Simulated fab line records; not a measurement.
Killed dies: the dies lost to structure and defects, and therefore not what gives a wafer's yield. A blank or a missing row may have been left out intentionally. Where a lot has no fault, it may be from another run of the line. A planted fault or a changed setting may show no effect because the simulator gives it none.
Chamber matching -- flow n5-finfet -- rie-diel-06 running N5_DUMMY_GATE_ETCH_31: 4 sister chambers
The step etches SiO2 in C4F6/O2, target depth 82.5 nm, time 27.5 s. 16 wafers are shown with their chamber, then 8 later ones without.

WAFERS PAIRED WITH THEIR CHAMBERS
wafer,chamber,showerhead-plenum-p-Torr (Torr),throttle-valve-pct (%),drypump-motor-current-A (A)
L076.1,2,2.84,21.01,6.3
L076.4,3,2.90,21.15,6.3
L076.6,2,2.84,21.01,6.3
L078.1,1,2.93,21.16,5.9
L078.2,2,2.84,21.01,6.4
L078.5,1,2.93,21.14,5.9
L082.2,2,2.84,21.02,6.4
L082.3,1,2.93,21.17,5.9
L082.6,0,2.71,21.72,4.9
L084.1,1,2.93,21.17,5.9
L084.3,0,2.71,21.72,4.9
L084.4,2,2.83,21.04,6.3
L087.1,0,2.71,21.73,4.9
L087.4,1,2.92,21.18,5.9
L087.5,1,2.93,21.18,5.8
L088.1,2,2.83,21.05,6.4

SIGNATURES (means of the wafers above)
reading,chamber 0,chamber 1,chamber 2,chamber 3,scatter within a chamber
showerhead-plenum-p-Torr,2.7100,2.9283,2.8367,2.9000,0.00425
throttle-valve-pct,21.7233,21.1667,21.0233,21.1500,0.0151
drypump-motor-current-A,4.900,5.883,6.350,6.300,0.0441
Rule: a wafer lies at a distance from a chamber equal to the root of the sum of squares, over the readings, of (its reading less the chamber's mean, divided by the reading's scatter). If the next closest chamber is less than 2 further off than the closest, the wafer can't be placed; otherwise it belongs to the closest. The scatter is the square root of a quotient: the sum, over the shown wafers, of each reading's squared deviation from its chamber's mean, divided by wafers minus chambers.

WAFERS WHOSE CHAMBER IS MISSING
wafer,showerhead-plenum-p-Torr (Torr),throttle-valve-pct (%),drypump-motor-current-A (A)
L088.3,2.89,21.18,6.3
L088.4,2.71,21.75,4.9
L090.1,2.92,21.20,5.9
L090.2,2.83,21.07,6.4
L090.5,2.89,21.18,6.3
L097.1,2.70,21.76,4.9
L097.3,2.88,21.21,6.3
L097.5,2.92,21.22,5.9

CHAMBER TAKEN BY EACH
wafer,from the rows above,in truth
L088.3,3,3
L088.4,0,0
L090.1,1,1
L090.2,2,2
L090.5,3,3
L097.1,0,0
L097.3,3,3
L097.5,1,1
Correct placement for 8 of the 8. Left unplaced by these rows: 0. Wrongly placed: 0.
